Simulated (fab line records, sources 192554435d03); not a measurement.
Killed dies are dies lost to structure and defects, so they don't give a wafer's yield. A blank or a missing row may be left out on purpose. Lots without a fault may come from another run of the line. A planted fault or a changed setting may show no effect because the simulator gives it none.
One fault seen from 2 desks | flow n5_finfet | each desk has only its own numbers; what lay behind them comes last

THE METROLOGY DESK
What the gauges read, lot by lot, whatever tool the lot ran on: means of the sampled wafers that have a number. A lot is out of limits, marked OUT, if its mean lies more than 4 standard deviations from the usual mean; the brackets give that distance.
Columns: A = trench_depth_nm at N5_BEOL_M8_OCD_MEAS_38, usual 93.7 nm; B = cd_nm at N5_BEOL_M8_CD_MEAS_35, usual 40.2 nm
lot  | first seen here | A    | B
L734 | day 10 05:53    | 95.0 | 40.0
L736 | day 10 18:08    | 93.7 | 39.3
L741 | day 12 02:38    | 95.2 | 39.6
L745 | day 13 08:14    | 95.5 | 40.1
L746 | day 13 14:06    | 94.3 | 40.2
L749 | day 13 20:40    | 94.8 | 40.2
L748 | day 14 02:45    | 91.8 | 40.1
This desk's finding: nothing out of limits on any of the 7 lots.

THE TOOL OWNER'S DESK: ald_metal-01
The tool's own readings at N5_BEOL_M8_ALD_77 (deposits TaN, target thk 2 nm, pulse time 2 s, purge time 3 s): means of the sampled wafers that have a number, for each lot that ran on this tool. A lot is out of limits, marked OUT, if its mean lies more than 4 standard deviations from the usual mean; the brackets give that distance.
Columns: A = chamber_pressure_Torr at N5_BEOL_M8_ALD_77, usual 3.000 Torr; B = heater_power_w at N5_BEOL_M8_ALD_77, usual 390 W; C = precursor_vessel_pressure_torr at N5_BEOL_M8_ALD_77, usual 26.25 Torr
lot  | first seen here | A     | B   | C
L734 | day 10 06:32    | 3.000 | 382 | 26.21
L736 | day 10 19:02    | 2.994 | 366 | 26.25
L741 | day 12 03:29    | 2.997 | 346 | 26.25
L745 | day 13 10:34    | 3.004 | 344 | 26.23
L746 | day 13 14:50    | 3.006 | 412 | 26.18
This desk's finding: nothing out of limits on any of the 5 lots.

PUT TOGETHER
The metrology desk saw nothing out of limits.
The tool owner's desk saw nothing out of limits.

WHAT THE SIMULATOR HAD PUT IN
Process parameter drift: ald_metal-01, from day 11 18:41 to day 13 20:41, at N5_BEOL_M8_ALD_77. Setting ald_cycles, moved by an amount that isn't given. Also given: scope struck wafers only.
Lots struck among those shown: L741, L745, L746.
